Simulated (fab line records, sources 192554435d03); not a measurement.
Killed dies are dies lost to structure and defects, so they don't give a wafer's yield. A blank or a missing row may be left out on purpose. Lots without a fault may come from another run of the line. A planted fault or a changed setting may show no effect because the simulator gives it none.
A struck lot beside a sound one | flow n5_finfet | 16 steps out of a route of 1938
Sound: wafers L575.1, L575.4, L575.6. Struck: wafers L570.1, L570.2, L570.3. The cause comes at the end.
At each step with rows: each side's tool, then ch and its chambers, then its first start. Under that, the readings that differ: sound wafers | struck wafers | difference of the means | sigmas: that difference in standard deviations of wafers without a fault.
alike: readings whose means differ by less than 2 such deviations, and words and numbers that are the same on both sides. not compared: withheld readings, readings that some wafer has no value for, bounds like >300 that may hide the same value, and numbers for which the record gives no deviation and whose values overlap.
The two part at a step that has a row with sigmas, a row that says differs or no value, or rows on one side only. Numbers that don't overlap but have no deviation are shown without sigmas and don't part them. A reading that every wafer of one side lacks parts them only if that side has two wafers or more.

first, 12 steps without rows for these wafers: N5_HKMG_FIN_ALD_71 (deposits TiN, target thk 1 nm, pulse time 1 s, purge time 3 s); N5_HKMG_FIN_COAT_66 (time 60 s, resist thk 300 nm); N5_HKMG_FIN_ETCH_67 (etches SOC in N2/H2, stops on TiN, target depth 388.9 nm); N5_HKMG_FIN_STRIP_90 (strips SOC in N2/H2, time 20 s); N5_HKMG_FIN_WET_ETCH_73 (etches the open film in SC1, time 42.3 s, target depth 1.3 nm, rinse time 30 s); N5_HKMG_FIN_ETCHBACK_68 (etches the open film in Cl2/Ar, stops on HfO2, target depth 0.5 nm); N5_HKMG_FIN_STRIP_69 (strips in N2/H2, time 360 s); N5_HKMG_FIN_ALD_21 (deposits TiN, target thk 1.5 nm, pulse time 1 s, purge time 3 s); N5_HKMG_FIN_ALD_72 (deposits W, target thk 2 nm, pulse time 1 s, purge time 2 s); N5_HKMG_FIN_W_FILL_22 (material W, target thk 60 nm, time 18.2 s); N5_HKMG_FIN_PRECLEAN_83 (cleans in DIW, time 57.5 s); N5_HKMG_FIN_SRD_84 (dry time 32 s).
N5_HKMG_FIN_CMP_23: polishes, stops on SiNx, t overpolish 10 s, target thk 46.326 nm.
  sound on cmp-03 ch 1,2, day 10 05:07; struck on cmp-01 ch 0,1,2, day 9 03:10
  no value came back on the struck wafers for any of 7 readings (edge_zone_pressure_frac, head_pressure_psi (psi) and others); on the sound wafers edge_zone_pressure_frac reads 0.998 0.999 1.000
  reading                                   | sound          | struck         | difference | sigmas
  model.W_of_HKMG_FIN_W_FILL_22.thk_nm (nm) | 47.4 47.4 48.6 | 61.2 58.8 61.2 | +12.6      |
  model.SiNx_of_SDB_ALD_29.thk_nm (nm)      | 28.6 28.6 28.4 | 29.2 29.2 29.4 | +0.7       |
N5_HKMG_FIN_CMP_94: polishes, stops on SiNx, t overpolish 4.7 s, target thk 43.299 nm.
  sound on cmp-03 ch 1,2, day 10 05:36; struck on cmp-01 ch 0,1,2, day 9 03:39
  reading                              | sound        | struck         | difference | sigmas
  model.SiNx_of_SDB_ALD_29.thk_nm (nm) | 28.2 28.2 28 | 28.8 28.6 28.8 | +0.6       |
  alike: edge_zone_pressure_frac, head_pressure_psi, motor_current_A, retaining_ring_pressure_frac, slurry_filter_dp_kPa
N5_BEOL_M4_RC_MEAS_101:
  the record has rows for the sound wafers here (prober-02 ch 0, day 13 11:56) and none for the struck ones
-- the record jumps here: 8 days lie between the struck wafers' starts before and after (it left off in module BEOL_M4 and takes up again in module PASSIVATION, whose first step shown is number 1936 of the route) --
N5_PASSIVATION_PROBE_49:
  sound on prober-02, day 18 04:04; struck on prober-02, day 17 14:43
  reading                  | sound          | struck         | difference | sigmas
  defect_limited_yield (%) | 91.3 89.7 92.9 | 0 0 0          | -91        | -70
  killed_at_front_end      | 52 62 39       | 1114 1088 1103 | +1051      | +96
  killed_dies              | 103 121 84     | 1180 1180 1180 | +1077      | +72
  killed_on_rim            | 14 11 14       | 152 152 152    | +139       | +38
  sort_n_pass              | 1077 1059 1096 | 0 0 0          | -1077      | -72
  sort_yield_pct (%)       | 91.3 89.7 92.9 | 0 0 0          | -91        | -70
  alike: killed_at_M0_to_M3, killed_at_M4_up, killed_at_contacts, killed_at_other, killed_open, killed_short, sort_bin_5_function, sort_bin_6_memory

WHERE THEY PART
First at N5_HKMG_FIN_CMP_23; last, within this record, at N5_PASSIVATION_PROBE_49.

WHY: what the simulator had put in
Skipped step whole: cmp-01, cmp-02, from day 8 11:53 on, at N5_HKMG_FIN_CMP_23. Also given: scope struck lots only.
